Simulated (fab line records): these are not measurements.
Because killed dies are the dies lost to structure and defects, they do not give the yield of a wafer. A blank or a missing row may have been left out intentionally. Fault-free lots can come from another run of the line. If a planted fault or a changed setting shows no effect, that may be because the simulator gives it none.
Problem report in the 8D (eight disciplines) form, filled by code :: flow nand-harc :: the parts of the form that need people (team, actions taken, sign-off) are left out

== 1. WHAT IS WRONG ==
killed-at-array at NHARC_END_SORT_01 reads a mean of 671 on 2 wafers of 2 lots; wafers without a fault read 63 with a standard deviation of 18. That is +34 standard deviations from the usual mean.
First observed at day 32 17:01: wafer L776.2, on prober-01. The record holds 6 wafers of 2 lots with a number at this step. By rule, "out" or "out of limits" means more than 4 standard deviations away from the usual mean. Any other wafer with a number is counted as sound.

== 2. WHAT IT IS, AND WHAT IT ISN'T ==
question: which readings at this step
is: killed-at-array, killed-dies
is not: killed-at-other, killed-at-periphery, killed-open, killed-short

question: which lots
is: L776, L783
is not: -

question: which wafers of those lots
is: L776.2, L783.2
is not: L776.3, L776.5, L783.3, L783.6

question: read on which gauges
is: prober-01
is not: -

question: when
is: from day 32 17:01
is not: up to then (0 sound wafers); but 4 sound wafers of L776, L783 came after

== 3. THE SUSPECTS, EACH WITH WHAT RULES IT OUT ==
Counting: if a tool at a process step up to the reading ran every lot that is out, it stays a suspect. Sound lots after the first of them don't rule it out here, since some wafers of a struck lot are sound.
- the gauge at NHARC_END_SORT_01: kept. All the wafers that are out were read on prober-01, and no step on other tools shows them out.
- pecvd-03 at NHARC_A_CONTACT_DEP_85 (deposits SiON, target thk 60 nm): kept. It ran every lot that is out, first L776 (day 28 20:09).
- pecvd-02 at NHARC_THIN_TSV_DEP_43 (deposits SiO2, target thk 1328.5 nm): kept. It ran every lot that is out, first L776 (day 30 18:07).
- rie-metal-03 at NHARC_THIN_TSV_ETCH_59 (etches the open film in Cl2/BCl3, target depth 880 nm, time 138.1 s): kept. It ran every lot that is out, first L776 (day 31 01:17).
- The sound lot-mates ran in chamber 2 of pecvd-03 at NHARC_A_CONTACT_DEP_85, but the wafers that are out ran in chamber 1.
Left after counting: pecvd-03 at NHARC_A_CONTACT_DEP_85, pecvd-02 at NHARC_THIN_TSV_DEP_43, rie-metal-03 at NHARC_THIN_TSV_ETCH_59, prober-01 at NHARC_END_SORT_01.

== 4. THE CAUSE (what the simulator had put in) ==
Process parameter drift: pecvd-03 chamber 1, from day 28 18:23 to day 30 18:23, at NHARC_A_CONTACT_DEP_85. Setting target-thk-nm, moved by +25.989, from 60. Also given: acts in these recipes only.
Of the 4 suspects that counting leaves, this tool is one.

== 5. SEQUENCE OF EFFECTS, ordered by route ==
One row per reading whose mean, taken over the struck wafers that have a number, lies over 3 standard deviations from the usual. Only readings whose record carries a usual standard deviation are examined. hours: median over the lots of the time between each lot's start at the first step of this table that gives one and its start at this step. sigmas: the change, counted in usual standard deviations.
hours: 0
step: NHARC_END_SORT_01
reading: killed-at-array
usual: 63
on struck wafers: 671
change: +608
sigmas: +34

hours: 0
step: NHARC_END_SORT_01
reading: killed-dies
usual: 68
on struck wafers: 677
change: +609
sigmas: +34

== 6. HOW IT WOULD HAVE BEEN CAUGHT EARLIER ==
The first out-of-limits reading at a measuring or inspecting step in this record came at day 32 17:01, 95 hours after the fault's start at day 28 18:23.
No tool reading at NHARC_A_CONTACT_DEP_85 that has a usual standard deviation in the record was out on any struck wafer, so an alarm limit of 4 standard deviations on those readings would not have fired.
The start of NHARC_A_CONTACT_DEP_85 on pecvd-03 came by day 32 17:01 for every one of the lots that are out (2). Had the tool been put on hold then, not one of them would have been saved.
